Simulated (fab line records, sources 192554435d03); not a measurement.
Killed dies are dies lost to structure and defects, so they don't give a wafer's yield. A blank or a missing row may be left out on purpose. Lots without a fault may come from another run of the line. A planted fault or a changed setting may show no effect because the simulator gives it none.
Chamber matching | flow n5_finfet | N5_BEOL_M2_DESCUM_16 on rie_diel-01: 4 sister chambers
The step chemistry O2, time 7 s. 4 wafers are shown with their chamber, then 7 later ones without.

WAFERS WITH THEIR CHAMBER
wafer  | chamber | throttle_valve_pct (%)
L165.6 | 2       | 20.04
L168.4 | 0       | 20.22
L178.1 | 3       | 20.91
L178.2 | 1       | 20.71

WAFERS WITHOUT THEIR CHAMBER
wafer  | throttle_valve_pct (%)
L178.3 | 20.07
L179.2 | 20.73
L179.3 | 20.26
L179.6 | 20.10
L181.3 | 20.27
L181.4 | 20.09
L181.6 | 20.92

WHICH CHAMBER EACH WENT THROUGH
wafer  | from the rows above     | in truth
L178.3 | 2                       | 2
L179.2 | 1                       | 1
L179.3 | 0                       | 0
L179.6 | can't be placed: 2 or 0 | 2
L181.3 | 0                       | 0
L181.4 | can't be placed: 2 or 0 | 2
L181.6 | 3                       | 3
Placed correctly: 5 of 7. Can't be placed from these rows: 2 (the true chamber is among the candidates in 2). Placed wrongly: 0.
How it was worked out, from the rows above alone: a wafer's distance from a chamber is the root of the sum, over the readings, of the square of ((its reading less the chamber's mean) divided by the reading's scatter). The wafer belongs to the nearest chamber; if the next one is less than 2 further off, it can't be placed. A chamber's mean is the mean of its shown wafers. The scatter: with one shown wafer a chamber, the root of the mean of the squares of how far each hidden wafer lies from its nearest shown one.
